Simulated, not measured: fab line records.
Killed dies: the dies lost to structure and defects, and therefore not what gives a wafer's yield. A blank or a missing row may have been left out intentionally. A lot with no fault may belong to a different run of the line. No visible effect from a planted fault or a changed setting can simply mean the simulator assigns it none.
What tool caused it? | flow nand_harc | 24 lots, 72 wafers sampled, at 6 steps of a route of 1159

== WHAT THE GAUGES READ, wafer by wafer ==
Not one reading of a measure or inspect step in the record can be checked against a usual standard deviation.

== WHAT TOOL EACH LOT RAN ON (gives the tool, then ch and the chambers of the sampled wafers, and finally the start) ==
lot  | NHARC_A_STAIRCASE_ETCH_236                    | NHARC_A_STAIRCASE_ETCH_253         | NHARC_A_STAIRCASE_ETCH_294                    | NHARC_A_STAIRCASE_ETCH_453                    | NHARC_A_STAIRCASE_DEP_325       | NHARC_A_SGD_CUT_STRIP_17
L074 | rie_diel-08 ch 1,2,3, day 11 16:56 or earlier | rie_diel-08 ch 2,3, day 11 16:56   | rie_diel-04 ch 0,1, day 13 12:38 or earlier   | rie_diel-12 ch 2,3, day 13 12:38 or earlier   | pecvd-04 ch 1,2, day 13 12:38   | rie_diel-11 ch 1,2, no start
L076 | rie_diel-12 ch 2,3, day 11 18:56 or earlier   | rie_diel-12 ch 0,1,2, day 11 18:56 | rie_diel-08 ch 1,2,3, day 13 20:35 or earlier | rie_diel-12 ch 0,1,2, day 13 20:35 or earlier | pecvd-01 ch 1,2, day 13 20:35   | rie_diel-01 ch 0,1, no start
L075 | rie_diel-04 ch 0,2,3, day 12 03:20 or earlier | rie_diel-12 ch 0,1,3, day 12 03:20 | rie_diel-04 ch 0,1,2, day 13 20:17 or earlier | rie_diel-08 ch 1,2,3, day 13 20:17 or earlier | pecvd-04 ch 0,1, day 13 20:17   | rie_diel-06 ch 1,2,3, no start
L079 | rie_diel-04 ch 0,3, day 12 07:10 or earlier   | rie_diel-04 ch 1,3, day 12 07:10   | rie_diel-04 ch 0,1,3, day 14 02:07 or earlier | rie_diel-12 ch 1,3, day 14 02:07 or earlier   | pecvd-01 ch 0,1, day 14 02:07   | rie_diel-01 ch 0,2,3, no start
L077 | rie_diel-04 ch 0,3, day 12 07:11 or earlier   | rie_diel-08 ch 0,2,3, day 12 07:11 | rie_diel-12 ch 0,1,2, day 14 01:55 or earlier | rie_diel-04 ch 0,3, day 14 01:55 or earlier   | pecvd-04 ch 0, day 14 01:55     | rie_diel-11 ch 1,2,3, no start
L078 | rie_diel-12 ch 0,2,3, day 12 12:39 or earlier | rie_diel-04 ch 0,2, day 12 12:39   | rie_diel-04 ch 0,1,2, day 14 07:40 or earlier | rie_diel-08 ch 0,1, day 14 07:40 or earlier   | pecvd-04 ch 1,2, day 14 07:40   | rie_diel-06 ch 1,3, no start
L081 | rie_diel-08 ch 0,2,3, day 13 00:19 or earlier | rie_diel-12 ch 0,2,3, day 13 00:19 | rie_diel-08 ch 0,1,2, day 14 21:33 or earlier | rie_diel-12 ch 1,2,3, day 14 21:33 or earlier | pecvd-04 ch 0,2, day 14 21:33   | rie_diel-01 ch 1,2,3, no start
L082 | rie_diel-08 ch 1,2,3, day 13 03:06 or earlier | rie_diel-08 ch 1,3, day 13 03:06   | rie_diel-12 ch 1,3, day 14 21:32 or earlier   | rie_diel-12 ch 2,3, day 14 21:32 or earlier   | pecvd-01 ch 1,2, day 14 21:32   | rie_diel-11 ch 0,1, no start
L080 | rie_diel-12 ch 0,2,3, day 13 07:05 or earlier | rie_diel-12 ch 0,1,2, day 13 07:05 | rie_diel-08 ch 1,2, day 15 07:31 or earlier   | rie_diel-04 ch 2,3, day 15 07:31 or earlier   | pecvd-03 ch 0,1, day 15 07:31   | rie_diel-01 ch 0,3, no start
L083 | rie_diel-04 ch 1,2, day 13 13:19 or earlier   | rie_diel-12 ch 0,1,2, day 13 13:19 | rie_diel-12 ch 2,3, day 15 11:58 or earlier   | rie_diel-04 ch 2,3, day 15 11:58 or earlier   | pecvd-03 ch 0,1, day 15 11:58   | rie_diel-06 ch 0,3, no start
L084 | rie_diel-04 ch 0,2, day 13 15:06 or earlier   | rie_diel-04 ch 0,1,2, day 13 15:06 | rie_diel-12 ch 1,2, day 15 12:04 or earlier   | rie_diel-04 ch 1,2,3, day 15 12:04 or earlier | pecvd-04 ch 0,1,2, day 15 12:04 | rie_diel-01 ch 0,1, no start
L085 | rie_diel-04 ch 2,3, day 14 17:46 or earlier   | rie_diel-08 ch 0,3, day 14 17:46   | rie_diel-08 ch 0,1, day 16 10:13 or earlier   | rie_diel-12 ch 1,3, day 16 10:13 or earlier   | pecvd-04 ch 1,2, day 16 10:13   | rie_diel-11 ch 0,1,2, no start
L087 | rie_diel-12 ch 0,3, day 14 18:38 or earlier   | rie_diel-12 ch 0,1,3, day 14 18:38 | rie_diel-12 ch 0,1,3, day 16 13:50 or earlier | rie_diel-04 ch 0,1,3, day 16 13:50 or earlier | pecvd-04 ch 0,1,2, day 16 13:50 | rie_diel-01 ch 0,1,2, no start
L088 | rie_diel-12 ch 0,3, day 14 19:01 or earlier   | rie_diel-12 ch 1,2,3, day 14 19:01 | rie_diel-08 ch 2,3, day 16 13:50 or earlier   | rie_diel-04 ch 1,2, day 16 13:50 or earlier   | pecvd-01 ch 0,1, day 16 13:50   | rie_diel-06 ch 0,1,2, no start
L086 | rie_diel-12 ch 1,2,3, day 14 21:07 or earlier | rie_diel-08 ch 0,1, day 14 21:07   | rie_diel-08 ch 0,2, day 16 20:18 or earlier   | rie_diel-12 ch 0,3, day 16 20:18 or earlier   | pecvd-01 ch 0,1,2, day 16 20:18 | rie_diel-01 ch 2,3, no start
L089 | rie_diel-12 ch 0,1,3, day 15 05:02 or earlier | rie_diel-12 ch 0,1,3, day 15 05:02 | rie_diel-04 ch 0,1,2, day 16 20:38 or earlier | rie_diel-08 ch 0,1, day 16 20:38 or earlier   | pecvd-03 ch 0,1, day 16 20:38   | rie_diel-06 ch 2,3, no start
L092 | rie_diel-12 ch 0,1,3, day 15 13:31 or earlier | rie_diel-12 ch 0,1, day 15 13:31   | rie_diel-04 ch 0,1,2, day 17 14:18 or earlier | rie_diel-04 ch 0,1, day 17 14:18 or earlier   | pecvd-04 ch 1,2, day 17 14:18   | rie_diel-11 ch 1,2,3, no start
L093 | rie_diel-08 ch 2,3, day 15 15:23 or earlier   | rie_diel-04 ch 0,1,2, day 15 15:23 | rie_diel-08 ch 0,2,3, day 17 13:49 or earlier | rie_diel-12 ch 0,1, day 17 13:49 or earlier   | pecvd-03 ch 0,1,2, day 17 13:49 | rie_diel-06 ch 0,1, no start
L091 | rie_diel-04 ch 0,1,3, day 15 19:55 or earlier | rie_diel-12 ch 0,1,2, day 15 19:55 | rie_diel-04 ch 0,1,3, day 17 13:32 or earlier | rie_diel-12 ch 0,1,3, day 17 13:32 or earlier | pecvd-04 ch 0,1, day 17 13:32   | rie_diel-01 ch 0,1,3, no start
L090 | rie_diel-12 ch 1,2, day 15 20:22 or earlier   | rie_diel-12 ch 0,2, day 15 20:22   | rie_diel-12 ch 0,1,3, day 17 13:38 or earlier | rie_diel-04 ch 0,2,3, day 17 13:38 or earlier | pecvd-01 ch 0,1,2, day 17 13:38 | rie_diel-01 ch 0,1, no start
L095 | rie_diel-12 ch 0,1,3, day 16 11:40 or earlier | rie_diel-12 ch 0,2,3, day 16 11:40 | rie_diel-12 ch 0,1,3, day 19 01:05 or earlier | rie_diel-08 ch 0,2,3, day 19 01:05 or earlier | pecvd-04 ch 1,2, day 19 01:05   | rie_diel-01 ch 0,1,3, no start
L094 | rie_diel-08 ch 0,1,3, day 16 14:16 or earlier | rie_diel-12 ch 0,1, day 16 14:16   | rie_diel-04 ch 0,1,2, day 19 01:11 or earlier | rie_diel-04 ch 1,2, day 19 01:11 or earlier   | pecvd-01 ch 1,2, day 19 01:11   | rie_diel-06 ch 0,1,2, no start
L097 | rie_diel-04 ch 1,2,3, day 17 05:08 or earlier | rie_diel-12 ch 0,3, day 17 05:08   | rie_diel-04 ch 2,3, day 19 01:05 or earlier   | rie_diel-12 ch 2,3, day 19 01:05 or earlier   | pecvd-03 ch 1,2, day 19 01:05   | rie_diel-01 ch 0,3, no start
L096 | rie_diel-08 ch 1,2, day 17 05:49 or earlier   | rie_diel-12 ch 1,2,3, day 17 05:49 | rie_diel-08 ch 0,3, day 19 01:51 or earlier   | rie_diel-08 ch 0,3, day 19 01:51 or earlier   | pecvd-03 ch 0,1,2, day 19 01:51 | rie_diel-11 ch 2,3, no start
- NHARC_A_STAIRCASE_ETCH_236: etches the open film in C4F8/O2, target depth 100 nm, time 40.5 s.
- NHARC_A_STAIRCASE_ETCH_253: etches the open film in C4F8/O2, target depth 50 nm, time 20.2 s.
- NHARC_A_STAIRCASE_ETCH_294: etches the open film in C4F8/O2/Ar, target depth 4992 nm, time 1212.4 s.
- NHARC_A_STAIRCASE_ETCH_453: etches the open film in CF4/O2, target depth 30 nm, overetch 3 nm, time 16.5 s.
- NHARC_A_STAIRCASE_DEP_325: deposits SiO2, target thk 3800 nm.
- NHARC_A_SGD_CUT_STRIP_17: strips in O2.

== AS READ BY THE TOOLS THEMSELVES (means over the sampled wafers that have a number; for cases with no such wafer, the mark the record gives instead) ==
NHARC_A_STAIRCASE_ETCH_236. Usual: oes_product_au 0.941 a.u., standard deviation 0.011; rf_vpp_V 898 V, standard deviation 4.1.
lot  | tool        | oes_product_au (a.u.) | rf_vpp_V (V) | flag
L074 | rie_diel-08 | 0.932                 | 902          |
L076 | rie_diel-12 | 0.930                 | 904          |
L075 | rie_diel-04 | 0.945                 | 897          |
L079 | rie_diel-04 | 0.944                 | 897          |
L077 | rie_diel-04 | 0.942                 | 897          |
L078 | rie_diel-12 | 0.940                 | 900          |
L081 | rie_diel-08 | 0.935                 | 899          |
L082 | rie_diel-08 | 0.941                 | 902          |
L080 | rie_diel-12 | 0.943                 | 900          |
L083 | rie_diel-04 | 0.948                 | 898          |
L084 | rie_diel-04 | 0.944                 | 898          |
L085 | rie_diel-04 | 0.952                 | 896          |
L087 | rie_diel-12 | 0.931                 | 899          |
L088 | rie_diel-12 | 0.926                 | 896          |
L086 | rie_diel-12 | 0.930                 | 899          |
L089 | rie_diel-12 | 0.938                 | 896          |
L092 | rie_diel-12 | 0.939                 | 895          |
L093 | rie_diel-08 | 0.944                 | 901          |
L091 | rie_diel-04 | 0.943                 | 897          |
L090 | rie_diel-12 | 0.938                 | 896          |
L095 | rie_diel-12 | 0.933                 | 896          |
L094 | rie_diel-08 | 0.948                 | 899          |
L097 | rie_diel-04 | 0.948                 | 896          |
L096 | rie_diel-08 | 0.934                 | 902          |

NHARC_A_STAIRCASE_ETCH_253. Usual: oes_product_au 0.951 a.u., standard deviation 0.018; rf_vpp_V 898 V, standard deviation 4.5.
lot  | tool        | oes_product_au (a.u.) | rf_vpp_V (V) | flag
L074 | rie_diel-08 | 0.927                 | 901          |
L076 | rie_diel-12 | 0.943                 | 897          |
L075 | rie_diel-12 | 0.939                 | 897          |
L079 | rie_diel-04 | 0.949                 | 898          |
L077 | rie_diel-08 | 0.975                 | 899          |
L078 | rie_diel-04 | 0.924                 | 896          |
L081 | rie_diel-12 | 0.918                 | 899          |
L082 | rie_diel-08 | 0.943                 | 902          |
L080 | rie_diel-12 | 0.946                 | 897          |
L083 | rie_diel-12 | 0.969                 | 896          |
L084 | rie_diel-04 | 0.963                 | 898          |
L085 | rie_diel-08 | 0.949                 | 896          |
L087 | rie_diel-12 | 0.941                 | 896          |
L088 | rie_diel-12 | 0.942                 | 899          |
L086 | rie_diel-08 | 0.965                 | 897          |
L089 | rie_diel-12 | 0.945                 | 896          |
L092 | rie_diel-12 | 0.964                 | 892          |
L093 | rie_diel-04 | 0.963                 | 898          |
L091 | rie_diel-12 | 0.966                 | 895          |
L090 | rie_diel-12 | 0.962                 | 899          |
L095 | rie_diel-12 | 0.939                 | 899          |
L094 | rie_diel-12 | 0.956                 | 892          |
L097 | rie_diel-12 | 0.960                 | 896          |
L096 | rie_diel-12 | 0.985                 | 899          |

NHARC_A_STAIRCASE_ETCH_294. Usual: oes_product_au 0.932 a.u., standard deviation 0.012; rf_vpp_V 1832 V, standard deviation 7.7.
lot  | tool        | oes_product_au (a.u.) | rf_vpp_V (V) | flag
L074 | rie_diel-04 | 0.931                 | 1831         |
L076 | rie_diel-08 | 0.930                 | 1839         |
L075 | rie_diel-04 | 0.935                 | 1832         |
L079 | rie_diel-04 | 0.948                 | 1829         |
L077 | rie_diel-12 | 0.946                 | 1828         |
L078 | rie_diel-04 | 0.924                 | 1831         |
L081 | rie_diel-08 | 0.949                 | 1835         |
L082 | rie_diel-12 | 0.923                 | 1833         |
L080 | rie_diel-08 | 0.919                 | 1840         |
L083 | rie_diel-12 | 0.935                 | 1842         |
L084 | rie_diel-12 | 0.927                 | 1835         |
L085 | rie_diel-08 | 0.940                 | 1834         |
L087 | rie_diel-12 | 0.917                 | 1827         |
L088 | rie_diel-08 | 0.927                 | 1836         |
L086 | rie_diel-08 | 0.933                 | 1834         |
L089 | rie_diel-04 | 0.921                 | 1831         |
L092 | rie_diel-04 | 0.929                 | 1829         |
L093 | rie_diel-08 | 0.938                 | 1832         |
L091 | rie_diel-04 | 0.915                 | 1829         |
L090 | rie_diel-12 | 0.927                 | 1826         |
L095 | rie_diel-12 | 0.927                 | 1826         |
L094 | rie_diel-04 | 0.924                 | 1829         |
L097 | rie_diel-04 | 0.946                 | 1824         |
L096 | rie_diel-08 | 0.933                 | 1825         |

NHARC_A_STAIRCASE_ETCH_453. Usual: drypump_motor_current_A 5.68 A, standard deviation 0.29; oes_product_au 0.998 a.u., standard deviation 0.011; rf_vpp_V 198.2 V, standard deviation 1.2; showerhead_plenum_p_Torr 1.35 Torr, standard deviation 0.044; throttle_valve_pct 13.397 %, standard deviation 0.01.
lot  | tool        | drypump_motor_current_A (A) | oes_product_au (a.u.) | rf_vpp_V (V) | showerhead_plenum_p_Torr (Torr) | throttle_valve_pct (%) | flag
L074 | rie_diel-12 | 5.43                        | 0.991                 | 199.8        | 1.42                            | 13.385                 |
L076 | rie_diel-12 | 5.71                        | 0.997                 | 198.3        | 1.35                            | 13.387                 |
L075 | rie_diel-08 | 5.79                        | 0.997                 | 199.4        | 1.40                            | 13.386                 |
L079 | rie_diel-12 | 5.72                        | 0.996                 | 198.0        | 1.34                            | 13.395                 |
L077 | rie_diel-04 | 5.60                        | 1.008                 | 198.3        | 1.34                            | 13.406                 |
L078 | rie_diel-08 | 5.39                        | 1.012                 | 198.5        | 1.34                            | 13.394                 |
L081 | rie_diel-12 | 5.57                        | 0.997                 | 198.6        | 1.37                            | 13.407                 |
L082 | rie_diel-12 | 5.42                        | 0.992                 | 199.5        | 1.41                            | 13.398                 |
L080 | rie_diel-04 | 5.88                        | 1.011                 | 197.6        | 1.33                            | 13.401                 |
L083 | rie_diel-04 | 5.88                        | 1.013                 | 198.1        | 1.33                            | 13.400                 |
L084 | rie_diel-04 | 5.87                        | 1.007                 | 197.4        | 1.34                            | 13.396                 |
L085 | rie_diel-12 | 5.72                        | 0.986                 | 197.3        | 1.33                            | 13.395                 |
L087 | rie_diel-04 | 5.64                        | 0.986                 | 198.3        | 1.35                            | 13.399                 |
L088 | rie_diel-04 | 5.81                        | 0.996                 | 197.8        | 1.36                            | 13.390                 |
L086 | rie_diel-12 | 5.33                        | 0.997                 | 197.8        | 1.37                            | 13.400                 |
L089 | rie_diel-08 | 5.52                        | 1.004                 | 198.8        | 1.38                            | 13.390                 |
L092 | rie_diel-04 | 5.57                        | 0.985                 | 197.9        | 1.36                            | 13.393                 |
L093 | rie_diel-12 | 5.87                        | 0.990                 | 196.8        | 1.30                            | 13.400                 |
L091 | rie_diel-12 | 5.61                        | 0.990                 | 197.3        | 1.33                            | 13.391                 |
L090 | rie_diel-04 | 5.81                        | 1.000                 | 197.7        | 1.34                            | 13.392                 |
L095 | rie_diel-08 | 5.64                        | 1.003                 | 198.5        | 1.36                            | 13.403                 |
L094 | rie_diel-04 | 5.80                        | 1.000                 | 198.7        | 1.36                            | 13.393                 |
L097 | rie_diel-12 | 5.41                        | 1.005                 | 199.0        | 1.41                            | 13.403                 |
L096 | rie_diel-08 | 5.52                        | 1.014                 | 197.2        | 1.33                            | 13.393                 |

NHARC_A_STAIRCASE_DEP_325. Usual: 662 W for heater_power_w, sd 80.
lot  | tool     | heater_power_w (W) | flag
L074 | pecvd-04 | 627                |
L076 | pecvd-01 | 654                |
L075 | pecvd-04 | 721                |
L079 | pecvd-01 | 611                |
L077 | pecvd-04 | 679                |
L078 | pecvd-04 | 637                |
L081 | pecvd-04 | 653                |
L082 | pecvd-01 | 687                |
L080 | pecvd-03 | 574                |
L083 | pecvd-03 | 612                |
L084 | pecvd-04 | 679                |
L085 | pecvd-04 | 648                |
L087 | pecvd-04 | 688                |
L088 | pecvd-01 | 631                |
L086 | pecvd-01 | 628                |
L089 | pecvd-03 | 601                |
L092 | pecvd-04 | 629                |
L093 | pecvd-03 | 618                |
L091 | pecvd-04 | 754                |
L090 | pecvd-01 | 658                |
L095 | pecvd-04 | 653                |
L094 | pecvd-01 | 672                |
L097 | pecvd-03 | 695                |
L096 | pecvd-03 | 620                |

NHARC_A_SGD_CUT_STRIP_17. Usual: drypump_motor_current_A 5.6 A, standard deviation 0.48; oes_product_au 0.998 a.u., standard deviation 0.0099; rf_vpp_V 57.6 V, standard deviation 0.9; showerhead_plenum_p_Torr 3.50 Torr, standard deviation 0.11; throttle_valve_pct 17.037 %, standard deviation 0.0096.
lot  | tool        | drypump_motor_current_A (A) | oes_product_au (a.u.) | rf_vpp_V (V) | showerhead_plenum_p_Torr (Torr) | throttle_valve_pct (%) | flag
L074 | rie_diel-11 | 5.5                         | 0.985                 | 57.7         | 3.55                            | 17.035                 |
L076 | rie_diel-01 | 5.2                         | 0.996                 | 57.5         | 3.45                            | 17.026                 |
L075 | rie_diel-06 | 5.8                         | 0.998                 | 57.3         | 3.44                            | 17.035                 |
L079 | rie_diel-01 | 5.4                         | 1.000                 | 57.4         | 3.58                            | 17.041                 |
L077 | rie_diel-11 | 5.7                         | 0.994                 | 58.5         | 3.51                            | 17.040                 |
L078 | rie_diel-06 | 6.0                         | 0.991                 | 58.3         | 3.45                            | 17.031                 |
L081 | rie_diel-01 | 5.3                         | 0.996                 | 56.9         | 3.53                            | 17.039                 |
L082 | rie_diel-11 | 5.5                         | 1.008                 | 57.0         | 3.59                            | 17.036                 |
L080 | rie_diel-01 | 5.4                         | 1.002                 | 57.7         | 3.56                            | 17.038                 |
L083 | rie_diel-06 | 5.5                         | 1.005                 | 57.3         | 3.52                            | 17.038                 |
L084 | rie_diel-01 | 5.4                         | 0.998                 | 57.5         | 3.49                            | 17.035                 |
L085 | rie_diel-11 | 5.8                         | 1.006                 | 57.6         | 3.51                            | 17.034                 |
L087 | rie_diel-01 | 5.4                         | 0.999                 | 57.5         | 3.50                            | 17.033                 |
L088 | rie_diel-06 | 5.6                         | 0.997                 | 57.7         | 3.52                            | 17.039                 |
L086 | rie_diel-01 | 5.4                         | 1.009                 | 57.4         | 3.59                            | 17.030                 |
L089 | rie_diel-06 | 5.3                         | 0.992                 | 57.2         | 3.35                            | 17.030                 |
L092 | rie_diel-11 | 5.7                         | 0.999                 | 57.9         | 3.51                            | 17.037                 |
L093 | rie_diel-06 | 6.1                         | 1.005                 | 57.5         | 3.61                            | 17.053                 |
L091 | rie_diel-01 | 5.3                         | 0.991                 | 57.2         | 3.51                            | 17.031                 |
L090 | rie_diel-01 | 5.4                         | 0.995                 | 58.1         | 3.49                            | 17.032                 |
L095 | rie_diel-01 | 5.3                         | 0.989                 | 58.4         | 3.51                            | 17.029                 |
L094 | rie_diel-06 | 5.6                         | 1.005                 | 57.1         | 3.52                            | 17.041                 |
L097 | rie_diel-01 | 5.3                         | 0.994                 | 58.3         | 3.58                            | 17.032                 |
L096 | rie_diel-11 | 6.1                         | 0.982                 | 58.5         | 3.39                            | 17.033                 |

== THE ANSWER, worked out from the rows above alone ==
Rule: a lot is off if the mean of its wafers that have a number lies more than 3 standard deviations from the usual mean. A lot without any number at a reading at which 4 lots or more have one is off too. Any other lot the step has rows for is counted as sound. First the gauges in route order, then the tools' own readings, where a lot's mean is used as printed above. The first step at which some lot is off is used, and at that step the reading that is off furthest; a lot without a number counts as furthest.
Nothing can be told from this: no lot is off at any reading shown.

== WHAT HAD BEEN PUT IN BY THE SIMULATOR ==
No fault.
